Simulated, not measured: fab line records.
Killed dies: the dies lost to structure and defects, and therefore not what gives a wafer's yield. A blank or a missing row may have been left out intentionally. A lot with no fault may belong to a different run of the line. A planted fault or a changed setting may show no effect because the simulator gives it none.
Struck lot and sound lot, side by side    flow n5_finfet    19 steps out of a route of 1938
Sound: wafers L204.2, L204.3, L204.5. The struck wafers were L202.1, L202.2, L202.5. At the end, the cause is stated.
For every step that has rows: the tool of each side, followed by ch and its chambers, followed by its first start. Under that, the readings that differ: sound wafers    struck wafers    difference of the means    sigmas: that difference in standard deviations of wafers without a fault.
alike: words and numbers the same on both sides, and readings whose means are apart by under 2 such deviations; not compared: readings that were withheld, readings missing a value for some wafer, numbers with overlapping values and no deviation given by the record, and bounds like >300 which may hide the same value.
The two part at a step that has a row with sigmas, a row that says differs or no value, or rows on one side only. Numbers that don't overlap but have no deviation are shown without sigmas and don't part them. Lack of a reading on every wafer of one side parts them only where that side has two or more wafers.

first, 2 steps without rows for these wafers: N5_BEOL_M2_STRIP_65 (strips in N2/H2); N5_BEOL_M2_STRIP_75 (strips in N2/H2).
N5_BEOL_M2_STRIP_66: strips in CF4.
  sound on rie_diel-05 ch 1,3, day 11 00:10; struck on rie_diel-05 ch 1,2,3, day 10 18:49
  alike: drypump_motor_current_A, oes_product_au, rf_vpp_V, showerhead_plenum_p_Torr, throttle_valve_pct
  not compared: rf_hours_counter_h
N5_BEOL_M2_HM_OPEN_17: chemistry Cl2/BCl3, target TiN, target depth 20 nm, overetch 6 nm.
  sound on rie_metal-01 ch 0,1, day 11 00:13; struck on rie_metal-02 ch 0, day 10 18:52
reading                 sound              struck             difference  sigmas
throttle_valve_pct (%)  22.75 22.20 22.76  21.95 21.92 21.95  -0.63       -2
  alike: bias_w, drypump_motor_current_A, he_backside_leak_sccm, oes_ar_750_au, oes_product_au
  not compared: rf_hours_counter_h
N5_BEOL_M2_STRIP_19: strips in O2.
  sound on rie_diel-04 ch 0,3, day 11 00:21; struck on rie_diel-04 ch 0,1,3, day 10 19:05
  alike: drypump_motor_current_A, oes_product_au, rf_vpp_V, showerhead_plenum_p_Torr, throttle_valve_pct
  not compared: rf_hours_counter_h
N5_BEOL_M2_CD_MEAS_18: pitch 36 nm, target cd 18 nm.
  sound: cd_sem-01 at day 11 00:26; struck: cd_sem-01 at day 10 19:10
reading     sound           struck          difference  sigmas
cd_nm (nm)  18.0 18.5 18.1  17.4 17.5 17.4  -0.8        -2
then, 6 steps without rows for these wafers: N5_BEOL_M2_COAT_67 (time 60 s, resist thk 60 nm); N5_BEOL_M2_COAT_68 (time 60 s, resist thk 12 nm); N5_BEOL_M2_COAT_76 (time 60 s, resist thk 5 nm); N5_BEOL_M2_COAT_22 (resist thk 30 nm); N5_BEOL_M2_EBR_24; N5_BEOL_M2_SOFTBAKE_23 (time 60 s).
N5_BEOL_M2_EXPOSE_25: exposes mask V1, defocus 5 nm.
  sound on euv_scanner-01 ch 0, day 11 00:44; struck on euv_scanner-02 ch 0, day 10 19:20
reading               sound              struck             difference  sigmas
exposure_dose_mJ_cm2  62.99 63.02 62.98  57.88 57.73 57.87  -5.17       -62
reticle_temp_C (C)    23.13 23.05 23.18  22.84 22.73 22.90  -0.30       -3
  alike: mask
then, 2 steps without rows for these wafers: N5_BEOL_M2_PEB_26 (peb time 60 s); N5_BEOL_M2_DEVELOP_27 (develop time 30 s).
N5_BEOL_M2_CD_MEAS_28: target cd 26.2 nm, target cd y 24.1 nm.
  sound on cd_sem-02 ch 0, day 11 00:52; struck on cd_sem-03 ch 0, day 10 19:29
reading     sound              struck             difference  sigmas
cd_nm (nm)  26.29 26.53 26.10  24.56 24.69 24.33  -1.78       -8
N5_BEOL_M2_OVL_MEAS_29:
  sound on overlay-01 ch 0, day 11 00:54; struck on overlay-01 ch 0, day 10 19:31
reading      sound        struck         difference  sigmas
V1_OVL (nm)  0.6 1.4 0.8  0.3 -1.1 -0.9  -1.5        -2
N5_BEOL_M4_RC_MEAS_101:
  sound on prober-01 ch 0, day 12 05:05; struck on prober-01 ch 0, day 11 21:57
  alike: DIBL_N, DIBL_P, IOFF_N, IOFF_P, ION_N, ION_P, SS_N, SS_P, VT_N, VT_P
then, 1 step without rows for these wafers: N5_PASSIVATION_PROBE_49.

== WHERE THEY PART ==
First at N5_BEOL_M2_HM_OPEN_17; last, within this record, at N5_BEOL_M2_OVL_MEAS_29. Later steps at which nothing parts them and some readings are alike: N5_BEOL_M4_RC_MEAS_101.

WHY: the cause the simulator had injected
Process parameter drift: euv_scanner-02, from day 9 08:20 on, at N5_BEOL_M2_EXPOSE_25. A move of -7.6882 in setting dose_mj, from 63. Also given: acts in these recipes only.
